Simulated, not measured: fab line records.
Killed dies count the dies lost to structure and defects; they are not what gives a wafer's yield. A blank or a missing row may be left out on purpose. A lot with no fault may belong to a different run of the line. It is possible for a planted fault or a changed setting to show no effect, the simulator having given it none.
Matching of chambers + flow n5Finfet + N5_WELL_APT_DESCUM_13 on rieDiel-02 has 4 sister chambers
The step chemistry O2, time 7.9 s. 7 wafers are shown with their chamber, then 8 later ones without.

WAFERS, EACH WITH ITS CHAMBER
| wafer  | chamber | showerheadPlenumPTorr (Torr) | drypumpMotorCurrentA (A) |
|--------|---------|------------------------------|--------------------------|
| L080.3 | 1       | 2.12                         | 5.2                      |
| L082.4 | 2       | 2.00                         | 5.3                      |
| L083.2 | 2       | 2.00                         | 5.3                      |
| L085.2 | 3       | 2.20                         | 5.1                      |
| L085.5 | 0       | 2.02                         | 6.2                      |
| L085.6 | 3       | 2.20                         | 5.1                      |
| L086.1 | 0       | 2.01                         | 6.1                      |

WAFERS WITHOUT THEIR CHAMBER
| wafer  | showerheadPlenumPTorr (Torr) | drypumpMotorCurrentA (A) |
|--------|------------------------------|--------------------------|
| L086.3 | 2.12                         | 5.2                      |
| L086.5 | 2.00                         | 5.3                      |
| L088.2 | 2.12                         | 5.2                      |
| L088.3 | 2.00                         | 5.3                      |
| L088.4 | 2.01                         | 6.1                      |
| L094.3 | 2.01                         | 6.1                      |
| L094.5 | 2.19                         | 5.1                      |
| L094.6 | 2.01                         | 6.1                      |

CHAMBER TAKEN BY EACH
| wafer  | from the rows above | in truth |
|--------|---------------------|----------|
| L086.3 | 1                   | 1        |
| L086.5 | 2                   | 2        |
| L088.2 | 1                   | 1        |
| L088.3 | 2                   | 2        |
| L088.4 | 0                   | 0        |
| L094.3 | 0                   | 0        |
| L094.5 | 3                   | 3        |
| L094.6 | 0                   | 0        |
Correctly placed: 8 of 8. Number that these rows cannot place: 0. 0 placed wrongly.
How it was worked out, from the rows above alone: a wafer's distance from a chamber is the root of the sum, over the readings, of the square of ((its reading less the chamber's mean) divided by the reading's scatter). The wafer belongs to the nearest chamber; if the next one is less than 2 further off, it can't be placed. The mean given for a chamber averages the wafers shown for that chamber. How the scatter is found: for the shown wafers, subtract from each reading the mean of its chamber, square and add these, divide the total by (wafers less chambers), then take the root.
